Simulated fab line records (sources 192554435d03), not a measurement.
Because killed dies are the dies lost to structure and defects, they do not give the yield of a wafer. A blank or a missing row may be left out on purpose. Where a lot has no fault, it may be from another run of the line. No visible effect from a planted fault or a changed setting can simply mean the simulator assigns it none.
fab line records	flow n5-finfet
record: lots: 7	wafers: 20	last-day: 18
route steps=1938 shown BEOL_M6@1236 PASSIVATION@1936
lots untouched by any fault: they come from a run of this same line in which no faults occurred
start-h: the number of hours between the record's first day and the start of the first shown wafer of the lot	wait-h: hours elapsed since this lot's preceding step	" repeats the value in the row above	L1.1+2: a single row standing in for several wafers	- either no value or no given start	* or withheld: withheld	< > ~ a bound
route shown NAME@n: NAME is a module with steps in the file, n the number in the route of the first one	usual: mean/standard deviation of fault-free wafers	same: alike in all rows	chamber/n: place in a boat	sites: readings site by site	_std_site: the values' standard deviation	_edge_site: outer sites' mean less inner sites'	radius-mm: for every site, how far away it sits from the centre of the wafer	mask NAME#n: copy n	behind: tool/chamber where the wafer was last shaped	hold: reason for holding the lot/hours on hold/outcome of the hold	device: the n, p or np transistor that did not switch	end of line: tests of these same wafers at the route's end	a step without rows: its recipe alone	killed: dies lost to structure and defects at the first sort, not the wafer's yield	map: shows each die of a wafer: x if killed, . if not, _ if none is there
set.NAME: the setting as run; set.NAME@STEP: as run at that earlier step	model.NAME: the simulator's own value behind a step, which no gauge read
lots at selected steps of the route; one table per step, one row per wafer
services: a tool's chamber out of use, with start hour (start-h, from the record's first day; less than 0 if before it), hours out, and reason
== steps ==
step: N5_BEOL_M6_VIA_ETCH_34
recipe: chemistry: C4F6/O2	target: SiCOH_lowk	target-depth-a: 1263	mask-material: SOC	taper-deg: 4	time-s: 50.9	ion-energy-ev: 250	pressure-mtorr: 30	source-w: 345	bias-w: 185	Ar_flow_sccm: 300	C4F6_flow_sccm: 10	O2_flow_sccm: 10
usual: drypump-motor-current-A: 5.6/0.44	oes-product-au: 0.77/0.084	rf-vpp-V: 663/21	showerhead-plenum-p-Torr: 2.85/0.089	throttle-valve-pct: 20.86/0.22
lot.wafer	tool	chamber	start-h	wait-h	drypump-motor-current-A	oes-product-au	rf-hours-counter-h	rf-vpp-V	showerhead-plenum-p-Torr	throttle-valve-pct
L891.3	rie-diel-01	2	212.40	0.0	5.3	0.82	92	654	2.89	20.65
L891.5	"	0	"	"	5.2	0.70	-	646	2.90	20.94
L891.6	"	1	"	"	6.0	0.71	-	640	2.75	21.33
L893.1	rie-diel-01	1	233.18	0.0	6.0	0.71	223	640	2.75	21.31
L893.3	"	3	"	"	6.6	0.67	225	652	2.92	20.54
L898.1	rie-diel-06	0	273.75	0.0	5.5	0.75	178	660	2.72	21.02
L898.3	"	3	"	"	5.5	0.71	205	650	2.96	20.91
L898.6	"	1	"	"	5.6	0.89	-	649	2.79	20.75
L902.1	rie-diel-05	3	278.78	0.0	5.2	0.83	83	715	2.78	20.87
L902.2	"	0	"	"	5.4	0.98	4	656	2.78	20.57
L902.3	"	2	"	"	5.1	0.70	214	689	2.94	20.97
L900.1	rie-diel-06	3	278.82	0.0	5.5	0.71	207	652	2.95	20.90
L900.3	"	2	"	"	5.8	0.83	105	666	2.77	20.97
L900.6	"	0	"	"	5.5	0.75	-	660	2.72	21.04
L907.2	rie-diel-01	3	336.05	0.0	6.6	0.97	6	654	2.90	20.29
L907.3	"	1	"	"	6.1	0.68	267	640	2.73	21.38
L907.6	"	0	"	"	5.2	0.93	-	654	2.88	20.65
L908.2	rie-diel-06	3	354.75	0.0	5.5	0.69	236	650	2.94	20.95
L908.4	"	0	"	"	5.5	0.73	210	661	2.70	21.07
L908.6	"	2	"	"	5.9	0.80	-	666	2.75	20.99
step: N5_BEOL_M6_STRIP_76
recipe: chemistry: C4F6/O2	resist: SiARC	rf-frequency-hz: 6e+07
step: N5_BEOL_M6_STRIP_36
recipe: chemistry: N2/H2	power-w: 450	temp-c: 40	pressure-mtorr: 20	rf-frequency-hz: 6e+07	overash-fraction: 0.3	bias-power-w: 7	h2-frac: 0.5	n2-flow-sccm: 200	h2-flow-sccm: 200
usual: drypump-motor-current-A: 5.6/0.44	oes-product-au: 0.77/0.085	rf-vpp-V: 58.9/1.5	showerhead-plenum-p-Torr: 2.53/0.083	throttle-valve-pct: 23.4/0.35
lot.wafer	tool	chamber	start-h	wait-h	drypump-motor-current-A	oes-product-au	rf-hours-counter-h	rf-vpp-V	showerhead-plenum-p-Torr	throttle-valve-pct
L891.3	rie-diel-01	2	212.45	0.0	5.3	0.83	92	58.4	2.56	23.2
L891.5	"	0	"	"	5.2	0.70	-	61.5	2.59	23.8
L891.6	"	1	"	"	6.0	0.71	-	60.5	2.42	24.0
L893.1	rie-diel-01	1	233.23	0.0	6.1	0.69	223	56.8	2.42	24.1
L893.3	"	3	"	"	6.6	0.67	225	58.9	2.58	22.8
L898.1	rie-diel-06	0	273.80	0.0	5.5	0.75	178	59.8	2.42	23.7
L898.3	"	3	"	"	5.5	0.70	205	60.7	2.62	23.5
L898.6	"	1	"	"	5.6	0.89	-	58.8	2.49	23.5
L902.1	rie-diel-05	3	278.83	0.0	5.2	0.82	83	57.9	2.47	23.4
L902.2	"	0	"	"	5.4	0.97	4	58.9	2.52	23.5
L902.3	"	2	"	"	5.1	0.69	214	59.8	2.61	23.5
L900.1	rie-diel-06	3	278.87	0.0	5.5	0.72	207	58.8	2.62	23.5
L900.3	"	2	"	"	5.9	0.82	105	57.3	2.43	23.2
L900.6	"	0	"	"	5.6	0.74	-	61.3	2.41	23.6
L907.2	rie-diel-01	3	336.10	0.0	6.7	0.96	6	60.3	2.57	22.6
L907.3	"	1	"	"	6.0	0.68	267	55.1	2.40	24.1
L907.6	"	0	"	"	5.2	0.91	-	58.4	2.58	23.5
L908.2	rie-diel-06	3	354.81	0.0	5.5	0.69	236	57.9	2.61	23.5
L908.4	"	0	"	"	5.5	0.73	210	58.6	2.40	23.7
L908.6	"	2	"	"	5.9	0.80	-	58.4	2.42	23.2
step: N5_BEOL_M6_TRENCH_ETCH_37
recipe: chemistry: C4F6/O2	target-depth-a: 944.35	target: SiCOH_lowk	time-s: 31.5	ion-energy-ev: 250	pressure-mtorr: 30	source-w: 345	bias-w: 185	Ar_flow_sccm: 300	C4F6_flow_sccm: 10	O2_flow_sccm: 10
usual: drypump-motor-current-A: 5.6/0.44	oes-product-au: 0.77/0.083	rf-vpp-V: 663/21	showerhead-plenum-p-Torr: 2.85/0.089	throttle-valve-pct: 20.90/0.23
lot.wafer	tool	chamber	start-h	wait-h	drypump-motor-current-A	oes-product-au	rf-hours-counter-h	rf-vpp-V	showerhead-plenum-p-Torr	throttle-valve-pct
L891.3	rie-diel-01	2	-	-	5.3	0.83	92	655	2.89	20.69
L891.5	"	0	"	"	5.2	0.71	-	648	2.90	20.97
L891.6	"	1	"	"	6.0	0.71	-	642	2.75	21.35
L893.1	rie-diel-01	1	-	-	6.0	0.71	223	638	2.75	21.34
L893.3	"	3	"	"	6.6	0.67	225	653	2.92	20.59
L898.1	rie-diel-06	0	-	-	5.6	0.75	178	662	2.72	21.07
L898.3	"	3	"	"	5.4	0.71	205	649	2.96	20.92
L898.6	"	1	"	"	5.6	0.88	-	649	2.79	20.78
L902.1	rie-diel-05	3	-	-	5.2	0.83	83	714	2.78	20.89
L902.2	"	0	"	"	5.4	0.98	4	658	2.78	20.60
L902.3	"	2	"	"	5.1	0.70	214	689	2.94	21.00
L900.1	rie-diel-06	3	-	-	5.5	0.71	207	650	2.95	20.94
L900.3	"	2	"	"	5.8	0.83	105	666	2.76	20.99
L900.6	"	0	"	"	5.5	0.75	-	661	2.72	21.07
L907.2	rie-diel-01	3	-	-	6.6	0.97	6	653	2.90	20.33
L907.3	"	1	"	"	6.0	0.67	267	639	2.73	21.41
L907.6	"	0	"	"	5.2	0.93	-	653	2.88	20.67
L908.2	rie-diel-06	3	-	-	5.5	0.68	236	649	2.94	20.99
L908.4	"	0	"	"	5.6	0.72	210	661	2.70	21.12
L908.6	"	2	"	"	5.8	0.80	-	666	2.75	21.02
step: N5_BEOL_M6_ETCH_41
recipe: chemistry: CH3F/O2	target: SiCN	target-depth-a: 297	taper-deg: 2	time-s: 52	ion-energy-ev: 120	mask-material: TiN	pressure-mtorr: 30	source-w: 395	bias-w: 75	Ar_flow_sccm: 150	CH3F_flow_sccm: 30	O2_flow_sccm: 20
step: N5_BEOL_M6_STRIP_80
recipe: chemistry: N2/H2	time-s: 10	power-w: 450	temp-c: 40	pressure-mtorr: 20	rf-frequency-hz: 6e+07	bias-power-w: 7	n2-flow-sccm: 200	h2-flow-sccm: 200
usual: drypump-motor-current-A: 5.6/0.43	oes-product-au: 0.77/0.084	rf-vpp-V: 59.2/0.86	showerhead-plenum-p-Torr: 2.53/0.083	throttle-valve-pct: 23.4/0.35
lot.wafer	tool	chamber	start-h	wait-h	drypump-motor-current-A	oes-product-au	rf-hours-counter-h	rf-vpp-V	showerhead-plenum-p-Torr	throttle-valve-pct
L891.3	rie-diel-01	2	-	-	5.3	0.82	92	58.7	2.56	23.2
L891.5	"	0	"	"	5.2	0.70	-	59.2	2.59	23.8
L891.6	"	1	"	"	6.0	0.71	-	58.9	2.42	24.0
L893.1	rie-diel-01	1	-	-	6.0	0.70	223	59.3	2.42	24.0
L893.3	"	3	"	"	6.6	0.67	225	58.9	2.58	22.8
L898.1	rie-diel-06	0	-	-	5.6	0.76	178	59.3	2.42	23.7
L898.3	"	3	"	"	5.5	0.71	205	58.8	2.62	23.5
L898.6	"	1	"	"	5.6	0.90	-	57.8	2.49	23.5
L902.1	rie-diel-05	3	-	-	5.2	0.82	83	58.6	2.47	23.4
L902.2	"	0	"	"	5.4	0.97	4	57.9	2.51	23.5
L902.3	"	2	"	"	5.1	0.69	214	60.3	2.61	23.5
L900.1	rie-diel-06	3	-	-	5.5	0.71	207	58.8	2.62	23.5
L900.3	"	2	"	"	5.9	0.82	105	58.9	2.43	23.2
L900.6	"	0	"	"	5.6	0.75	-	58.3	2.41	23.7
L907.2	rie-diel-01	3	-	-	6.6	0.98	7	60.3	2.57	22.6
L907.3	"	1	"	"	6.0	0.67	267	58.9	2.40	24.1
L907.6	"	0	"	"	5.2	0.92	-	60.6	2.58	23.6
L908.2	rie-diel-06	3	-	-	5.5	0.68	236	58.8	2.61	23.5
L908.4	"	0	"	"	5.5	0.73	210	59.2	2.40	23.7
L908.6	"	2	"	"	5.9	0.80	-	58.1	2.42	23.2
step: N5_BEOL_M6_OCD_MEAS_38
usual: trench-depth-nm: 94.8/2.1
lot.wafer	tool	chamber	start-h	wait-h	trench-depth-nm
L891.3	ocd-01	-	212.65	-	98.0
L891.5	"	-	"	"	95.3
L891.6	"	-	"	"	92.6
L893.1	ocd-02	-	233.43	-	93.5
L893.3	"	-	"	"	92.2
L898.1	ocd-01	-	273.99	-	98.2
L898.3	"	-	"	"	92.2
L898.6	"	-	"	"	94.5
L902.1	ocd-02	-	279.02	-	97.9
L902.2	"	-	"	"	95.1
L902.3	"	-	"	"	93.2
L900.1	ocd-02	-	279.07	-	91.4
L900.3	"	-	"	"	96.9
L900.6	"	-	"	"	97.7
L907.2	ocd-01	-	336.30	-	92.8
L907.3	"	-	"	"	91.8
L907.6	"	-	"	"	95.5
L908.2	ocd-01	-	355.00	-	91.9
L908.4	"	-	"	"	98.0
L908.6	"	-	"	"	96.1
step: N5_BEOL_M6_HM_STRIP_39
recipe: chemistry: peroxide-tin-strip	material: TiN	target-depth-a: 250	temp-c: 50	time-s: 158
step: N5_BEOL_M6_SRD_40
recipe: time-s: 30	temp-c: 23	rinse-liquid: diw	dry: ipa-marangoni
step: N5_BEOL_M6_PRECLEAN_42
recipe: chemistry: residue-remover	time-s: 60	temp-c: 40
step: N5_BEOL_M6_SRD_43
recipe: time-s: 30	temp-c: 23	rinse-liquid: diw	dry: ipa-marangoni
step: N5_BEOL_M6_CD_MEAS_35
recipe: target-cd-nm: 40	target-cd-y-nm: 28	polarity: opening
usual: cd-nm: 40.1/0.76
lot.wafer	tool	chamber	start-h	wait-h	cd-nm
L891.3	cd-sem-02	-	212.81	0.0	40.6
L891.5	"	-	"	"	40.4
L891.6	"	-	"	"	40.3
L893.1	cd-sem-02	-	233.58	0.0	40.6
L893.3	"	-	"	"	39.8
L898.1	cd-sem-02	-	274.15	0.0	38.7
L898.3	"	-	"	"	39.9
L898.6	"	-	"	"	39.8
L902.1	cd-sem-03	-	279.18	0.0	40.2
L902.2	"	-	"	"	40.4
L902.3	"	-	"	"	40.6
L900.1	cd-sem-01	-	279.22	0.0	40.2
L900.3	"	-	"	"	41.9
L900.6	"	-	"	"	40.5
L907.2	cd-sem-02	-	336.45	0.0	40.2
L907.3	"	-	"	"	39.1
L907.6	"	-	"	"	39.9
L908.2	cd-sem-02	-	355.16	0.0	40.4
L908.4	"	-	"	"	39.8
L908.6	"	-	"	"	40.4
step: N5_BEOL_M6_CURE_75
recipe: temp-c: 370	time-s: 120	ambient: DMADMS/He	material: SiCOH_lowk
usual: lamp-power-pct: 52.32/0.051	run-length-s: 178.4/1.1	wafer_temp_C_max: 371.7/0.88
lot.wafer	tool	chamber	start-h	wait-h	lamp-power-pct	run-length-s	wafer_temp_C_max
L891.3	uv-cure-02	1	212.95	0.1	52.33	178.0	371.9
L891.5	"	1	"	"	52.32	178.4	372.6
L891.6	"	1	"	"	52.32	178.1	372.1
L893.1	uv-cure-03	1	233.62	0.0	52.31	178.2	371.3
L893.3	"	1	"	"	52.31	177.9	371.7
L898.1	uv-cure-01	0	274.19	0.0	-	-	-
L898.3	"	0	"	"	-	-	-
L898.6	"	0	"	"	-	-	-
L902.1	uv-cure-02	0	279.22	0.0	-	-	-
L902.2	"	0	"	"	-	-	-
L902.3	"	0	"	"	-	-	-
L900.1	uv-cure-01	0	279.51	0.3	-	-	-
L900.3	"	0	"	"	-	-	-
L900.6	"	0	"	"	-	-	-
L907.2	uv-cure-01	2	336.54	0.1	52.43	177.8	370.8
L907.3	"	2	"	"	52.27	177.5	370.9
L907.6	"	2	"	"	52.33	178.0	370.9
L908.2	uv-cure-01	2	355.25	0.1	52.27	177.7	370.7
L908.4	"	2	"	"	52.44	178.1	370.5
L908.6	"	2	"	"	52.31	177.6	370.6
step: N5_BEOL_M6_DEGAS_44
recipe: ambient: vacuum	temp-c: 250	time-s: 60
usual: heater-power-w: 330/24	susceptor-temp-C: 249.97/0.18
lot.wafer	tool	chamber	start-h	wait-h	heater-power-w	susceptor-temp-C
L891.3	pvd-sputter-02	-	213.66	0.7	327	249.79
L891.5	"	-	"	"	342	249.73
L891.6	"	-	"	"	353	249.95
L893.1	pvd-sputter-01	-	233.94	0.3	265	250.14
L893.3	"	-	"	"	332	250.17
L898.1	pvd-sputter-03	-	274.54	0.3	351	249.97
L898.3	"	-	"	"	342	249.91
L898.6	"	-	"	"	340	249.99
L902.1	pvd-sputter-03	-	279.82	0.6	346	249.75
L902.2	"	-	"	"	295	249.99
L902.3	"	-	"	"	338	249.97
L900.1	pvd-sputter-03	-	279.90	0.3	348	249.78
L900.3	"	-	"	"	335	249.91
L900.6	"	-	"	"	340	249.76
L907.2	pvd-sputter-03	-	336.85	0.3	300	250.16
L907.3	"	-	"	"	341	250.11
L907.6	"	-	"	"	293	249.93
L908.2	pvd-sputter-03	-	355.78	0.5	344	250.04
L908.4	"	-	"	"	296	250.10
L908.6	"	-	"	"	358	249.64
step: N5_PASSIVATION_PROBE_49
usual: defect-limited-yield: 91.0/1.4	killed_at_M0_to_M3: 36/9.6	killed_at_M4_up: 14/6.1	killed-at-contacts: 13/6.6	killed-at-front-end: 40/11	killed-at-other: 3.2/2.9	killed-dies: 106/17	killed-open: 71/12	killed-short: 33/7.3	sort_bin_4_leakage: 0.02/0.11	sort_bin_5_function: 5.3/1	sort_bin_6_memory: 3.4/0.68	sort-n-pass: 1073/19	sort-yield-pct: 91.0/1.6
same: gross-dies: 1180	killed-at-back-side: 0	sort_bin_8_speed[%]: 0
lot.wafer	tool	chamber	start-h	wait-h	defect-limited-yield[%]	killed_at_M0_to_M3	killed_at_M4_up	killed-at-contacts	killed-at-front-end	killed-at-other	killed-dies	killed-open	killed-short	sort_bin_4_leakage[%]	sort_bin_5_function[%]	sort_bin_6_memory[%]	sort-n-pass	sort-yield-pct[%]
L891.3	prober-02	-	302.90	0.1	90.7	26	6	16	57	5	110	76	32	0	5.7	3.4	1070	90.7
L891.5	prober-02	-	303.00	0.2	93.5	24	9	6	36	2	77	58	17	0	3.4	3.1	1103	93.5
L891.6	prober-02	-	303.05	0.3	90.6	37	18	4	49	3	111	73	37	0	5.8	3.3	1069	90.6
L893.1	prober-02	-	317.83	0.0	93.1	29	16	2	35	0	82	55	27	0	4.2	2.5	1098	93.1
L893.3	prober-02	-	317.93	0.1	92.6	31	12	11	30	3	87	57	30	0	3.1	3.9	1093	92.6
L898.1	prober-02	-	357.69	0.4	90.3	37	7	14	45	11	114	75	39	0.17	4.8	4.5	1064	90.2
L898.3	prober-02	-	357.79	0.5	88.6	46	6	23	54	5	134	99	35	0	6.0	4.9	1046	88.6
L898.6	prober-02	-	357.94	0.6	91.4	41	5	21	28	6	101	65	36	0	4.9	3.5	1079	91.4
L900.1	prober-02	-	365.94	0.0	92.5	26	14	19	26	4	89	64	24	0	4.2	3.0	1091	92.5
L900.3	prober-02	-	366.04	0.1	92.5	25	11	23	27	2	88	62	26	0	4.7	2.6	1092	92.5
L900.6	prober-02	-	366.19	0.3	90.7	39	23	8	34	6	110	76	33	0	6.0	3.1	1070	90.7
L902.1	prober-01	-	371.41	0.0	90.9	45	5	3	46	8	107	75	31	0	5.0	4.1	1073	90.9
L902.2	prober-01	-	371.46	0.1	88.6	57	7	7	60	4	135	81	51	0	6.9	4.1	1045	88.6
L902.3	prober-01	-	371.51	0.1	92.0	33	9	7	43	2	94	58	34	0	4.6	3.1	1086	92.0
L907.2	prober-02	-	426.20	0.1	92.3	26	16	13	33	3	91	54	37	0	5.4	2.1	1089	92.3
L907.3	prober-02	-	426.25	0.1	92.3	25	17	18	27	4	91	61	30	0	4.6	2.9	1089	92.3
L907.6	prober-02	-	426.40	0.3	92.5	20	5	24	37	2	88	64	24	0	4.8	2.1	1092	92.5
L908.2	prober-02	-	443.25	0.1	90.4	38	24	8	41	2	113	66	40	0	5.3	3.5	1067	90.4
L908.4	prober-02	-	443.35	0.2	89.9	49	19	4	44	3	119	74	44	0	6.8	3.1	1061	89.9
L908.6	prober-02	-	443.45	0.3	88.5	44	25	5	57	5	136	100	35	0	7.5	3.8	1044	88.5
killed by level:class
L891.3 FIN_SAQP:geometric-particle:open=16 MOL_CONTACT_COAG:geometric-particle:open=12 BEOL_M3:geometric-particle:open=12 FIN_SAQP:geometric-particle:short=11 STI_FIN_REVEAL:geometric-particle:open=11 MOL_CONTACT_COAG:geometric-particle:short=4 BEOL_M0_SAQP:geometric-particle:open=4 STARTING-WAFER:geometric-particle:open=4
L891.5 FIN_SAQP:geometric-particle:open=12 BEOL_M2:geometric-particle:open=11 STI_FIN_REVEAL:geometric-particle:open=10 BEOL_M3:geometric-particle:open=5 FIN_SAQP:geometric-particle:short=4 MOL_CONTACT_COAG:geometric-particle:open=4 BEOL_M4:geometric-particle:open=4 BEOL_M0_SAQP:geometric-particle:short=3
L891.6 FIN_SAQP:geometric-particle:open=13 STI_FIN_REVEAL:geometric-particle:open=10 BEOL_M0_SAQP:geometric-particle:short=9 BEOL_M2:geometric-particle:open=8 BEOL_M1:geometric-particle:open=6 DUMMY_GATE:geometric-particle:open=6 BEOL_M0_SAQP:geometric-particle:open=6 BEOL_M4:geometric-particle:open=6
L893.1 BEOL_M4:geometric-particle:open=10 STI_FIN_REVEAL:geometric-particle:open=8 GATE_CUT:geometric-particle:short=8 BEOL_M0_SAQP:geometric-particle:open=6 GATE_CUT:geometric-particle:open=5 BEOL_M1:geometric-particle:open=5 BEOL_M2:geometric-particle:open=5 BEOL_M2:geometric-particle:short=5
L893.3 BEOL_M1:geometric-particle:open=11 MOL_CONTACT_COAG:geometric-particle:open=8 GATE_CUT:geometric-particle:short=7 GATE_CUT:geometric-particle:open=6 BEOL_M2:geometric-particle:open=6 STARTING-WAFER:geometric-particle:short=5 FIN_SAQP:geometric-particle:open=4 BEOL_M0_SAQP:geometric-particle:short=4
L898.1 STI_FIN_REVEAL:geometric-particle:open=15 BEOL_M3:geometric-particle:open=9 MOL_CONTACT_COAG:geometric-particle:open=9 FIN_SAQP:geometric-particle:short=6 BEOL_M0_SAQP:geometric-particle:short=6 MOL_CONTACT_COAG:geometric-particle:short=5 BEOL_M1:geometric-particle:open=5 BEOL_M2:geometric-particle:open=5
L898.3 STI_FIN_REVEAL:geometric-particle:open=22 BEOL_M3:geometric-particle:open=20 MOL_CONTACT_COAG:geometric-particle:open=19 BEOL_M1:geometric-particle:open=7 FIN_SAQP:geometric-particle:short=5 FIN_SAQP:geometric-particle:open=4 STI_FIN_REVEAL:geometric-particle:short=4 BEOL_M2:geometric-particle:open=4
L898.6 MOL_CONTACT_COAG:geometric-particle:open=15 BEOL_M3:geometric-particle:open=10 STI_FIN_REVEAL:geometric-particle:open=9 BEOL_M0_SAQP:geometric-particle:open=8 BEOL_M2:geometric-particle:open=7 MOL_CONTACT_COAG:geometric-particle:short=6 BEOL_M0_SAQP:geometric-particle:short=6 STI_FIN_REVEAL:geometric-particle:short=4
L900.1 MOL_CONTACT_COAG:geometric-particle:open=14 BEOL_M4:geometric-particle:open=10 BEOL_M0_SAQP:geometric-particle:short=8 BEOL_M2:geometric-particle:open=7 STI_FIN_REVEAL:geometric-particle:open=5 DUMMY_GATE:geometric-particle:open=5 MOL_CONTACT_COAG:geometric-particle:short=5 BEOL_M1:geometric-particle:open=5
L900.3 MOL_CONTACT_COAG:geometric-particle:open=21 STI_FIN_REVEAL:geometric-particle:open=8 BEOL_M0_SAQP:geometric-particle:short=7 BEOL_M0_SAQP:geometric-particle:open=6 FIN_SAQP:geometric-particle:short=4 STARTING-WAFER:geometric-particle:short=4 BEOL_M5:geometric-particle:open=4 ILD0:geometric-particle:open=3
L900.6 BEOL_M0_SAQP:geometric-particle:open=11 FIN_SAQP:geometric-particle:open=9 BEOL_M4:geometric-particle:open=9 BEOL_M3:geometric-particle:open=8 BEOL_M2:geometric-particle:open=7 STI_FIN_REVEAL:geometric-particle:open=6 GATE_CUT:geometric-particle:short=5 BEOL_M1:geometric-particle:open=5
L902.1 FIN_SAQP:geometric-particle:open=13 STI_FIN_REVEAL:geometric-particle:open=13 BEOL_M0_SAQP:geometric-particle:open=12 BEOL_M2:geometric-particle:open=11 BEOL_M0_SAQP:geometric-particle:short=11 FIN_SAQP:geometric-particle:short=6 STARTING-WAFER:geometric-particle:open=6 STI_FIN_REVEAL:geometric-particle:short=3
L902.2 BEOL_M0_SAQP:geometric-particle:short=22 STI_FIN_REVEAL:geometric-particle:open=19 FIN_SAQP:geometric-particle:open=13 BEOL_M0_SAQP:geometric-particle:open=12 FIN_SAQP:geometric-particle:short=8 BEOL_M2:geometric-particle:open=7 MOL_CONTACT_COAG:geometric-particle:open=6 STI_FIN_REVEAL:geometric-particle:short=4
L902.3 BEOL_M0_SAQP:geometric-particle:open=14 FIN_SAQP:geometric-particle:open=12 FIN_SAQP:geometric-particle:short=9 BEOL_M0_SAQP:geometric-particle:short=8 STI_FIN_REVEAL:geometric-particle:open=7 MOL_CONTACT_COAG:geometric-particle:open=7 STARTING-WAFER:geometric-particle:short=5 BEOL_M3:geometric-particle:open=4
L907.2 MOL_CONTACT_COAG:geometric-particle:open=12 GATE_CUT:geometric-particle:short=9 BEOL_M0_SAQP:geometric-particle:open=9 BEOL_M4:geometric-particle:open=7 ILD0:geometric-particle:short=5 BEOL_M0_SAQP:geometric-particle:short=5 BEOL_M2:geometric-particle:short=5 STARTING-WAFER:geometric-particle:short=4
L907.3 MOL_CONTACT_COAG:geometric-particle:open=14 BEOL_M3:geometric-particle:open=8 BEOL_M0_SAQP:geometric-particle:short=7 BEOL_M5:geometric-particle:open=6 FIN_SAQP:geometric-particle:open=5 BEOL_M2:geometric-particle:open=5 GATE_CUT:geometric-particle:short=4 MOL_CONTACT_COAG:geometric-particle:short=4
L907.6 MOL_CONTACT_COAG:geometric-particle:open=19 STI_FIN_REVEAL:geometric-particle:open=8 SPACER0:geometric-particle:short=5 SPACER0:geometric-particle:open=5 MOL_CONTACT_COAG:geometric-particle:short=5 DUMMY_GATE:geometric-particle:open=4 BEOL_M0:geometric-particle:short=4 STARTING-WAFER:geometric-particle:open=4
L908.2 BEOL_M4:geometric-particle:open=12 BEOL_M2:geometric-particle:open=11 GATE_CUT:geometric-particle:short=11 BEOL_M2:geometric-particle:short=8 FIN_SAQP:geometric-particle:open=7 MOL_CONTACT_COAG:geometric-particle:open=6 BEOL_M0_SAQP:geometric-particle:short=5 BEOL_M0_SAQP:geometric-particle:open=5
L908.4 GATE_CUT:geometric-particle:short=13 FIN_SAQP:geometric-particle:open=12 BEOL_M1:geometric-particle:open=10 BEOL_M0_SAQP:geometric-particle:short=9 BEOL_M3:geometric-particle:open=9 GATE_CUT:geometric-particle:open=7 BEOL_M4:geometric-particle:open=7 BEOL_M0_SAQP:geometric-particle:open=6
L908.6 BEOL_M4:geometric-particle:open=14 FIN_SAQP:geometric-particle:open=11 GATE_CUT:geometric-particle:open=10 BEOL_M3:geometric-particle:open=10 STI_FIN_REVEAL:geometric-particle:open=9 BEOL_M1:geometric-particle:open=9 BEOL_M2:geometric-particle:open=7 GATE_CUT:geometric-particle:short=6
== services ==
tool	chamber	start-h	hours	kind
uv-cure-01	-	218.77	0.5	repair
rie-diel-01	2	225.67	2.5	repair
rie-diel-01	0	230.15	3.8	repair
uv-cure-01	-	237.66	0.7	repair
rie-diel-06	0	251.86	12.1	repair
rie-diel-06	3	267.73	5.6	repair
uv-cure-02	-	271.13	1.0	pm
rie-diel-01	0	273.91	-	clean
rie-diel-01	0	273.91	-	consumable-replace:esc
rie-diel-01	0	273.91	-	consumable-replace:focus-ring
rie-diel-01	0	273.91	29.4	scheduled-down
rie-diel-01	0	273.91	29.4	vent-cycle
rie-diel-01	2	274.40	6.1	repair
rie-diel-06	2	299.66	8.5	repair
pvd-sputter-01	-	302.54	1.3	repair
rie-diel-01	3	303.35	-	clean
rie-diel-01	2	318.89	28.1	repair
uv-cure-03	-	329.53	0.7	repair
pvd-sputter-01	-	331.05	9.3	repair
rie-diel-05	3	331.24	12.5	repair
uv-cure-02	-	339.99	3.4	pm
uv-cure-02	-	345.54	7.5	pm
uv-cure-03	-	350.43	2.8	pm
rie-diel-01	-	353.12	0.2	repair
== key ==
first-sign: step: N5_BEOL_M6_CURE_75	reading: tool-record	direction: missing
effect none on later readings
met-at N5_BEOL_M6_CURE_75
struck-wafers L898.1,L898.3,L898.6,L900.1,L900.3,L900.6,L902.1,L902.2,L902.3
onset-between 212.95 274.19
fault: kind: skipped-step-whole	tool: uv-cure-01,uv-cure-02	chamber: -	onset-h: 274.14	steps: N5_BEOL_M6_CURE_75	scope: struck-lots-only
